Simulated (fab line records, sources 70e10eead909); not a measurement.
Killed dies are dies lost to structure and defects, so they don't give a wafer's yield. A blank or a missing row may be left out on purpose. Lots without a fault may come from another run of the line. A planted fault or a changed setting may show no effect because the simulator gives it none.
Which tool did it? | flow nand_harc | 14 lots, 42 wafers sampled, at 1 step of a route of 1302

WHAT THE GAUGES READ, wafer by wafer
NHARC_P_M2_INSPECT_27. Usual: raw_defect_count 348, standard deviation 120.
lot  | measured     | on                | raw_defect_count | flag
L275 | day 6 18:53  | defect_inspect-02 | 131 328 207      |
L276 | day 6 21:16  | defect_inspect-02 | 252 402 524      |
L277 | day 7 08:58  | defect_inspect-01 | 474 612 556      |
L278 | day 7 17:56  | defect_inspect-01 | 576 267 284      |
L279 | day 8 07:07  | defect_inspect-01 | 364 540 540      |
L280 | day 8 17:19  | defect_inspect-01 | 328 412 398      |
L282 | day 9 16:34  | defect_inspect-02 | 507 399 511      |
L283 | day 9 22:44  | defect_inspect-02 | 585 323 491      |
L284 | day 10 06:33 | defect_inspect-02 | 362 366 435      |
L285 | day 10 23:18 | defect_inspect-02 | 181 275 149      |
L287 | day 11 14:29 | defect_inspect-02 | 330 321 281      |
L296 | day 15 09:29 | defect_inspect-01 | 211 207 289      |
L297 | day 15 14:08 | defect_inspect-02 | 311 256 287      |
L298 | day 16 03:56 | defect_inspect-02 | 483 288 282      |

WHICH TOOL RAN EACH LOT (tool, then ch and the chambers of the sampled wafers, then the start)
The record holds no process step before these readings.

WHAT THE TOOLS THEMSELVES READ (means of the sampled wafers that have a number; where no wafer has one, the mark that the record gives instead)
The record holds no such reading with a usual standard deviation.

THE ANSWER, worked out from the rows above alone
Rule: a lot is off if the mean of its wafers that have a number lies more than 3 standard deviations from the usual mean. A lot without any number at a reading at which 4 lots or more have one is off too. The other lots that the step has rows for count as sound. The gauges are gone through in route order, then the tools' own readings, and for those a lot's mean is taken as printed above. The first step at which some lot is off is used, and at that step the reading that is off furthest; a lot without a number counts as furthest.
No lot is off at any reading shown: from this, nothing can be told.

WHAT THE SIMULATOR HAD PUT IN
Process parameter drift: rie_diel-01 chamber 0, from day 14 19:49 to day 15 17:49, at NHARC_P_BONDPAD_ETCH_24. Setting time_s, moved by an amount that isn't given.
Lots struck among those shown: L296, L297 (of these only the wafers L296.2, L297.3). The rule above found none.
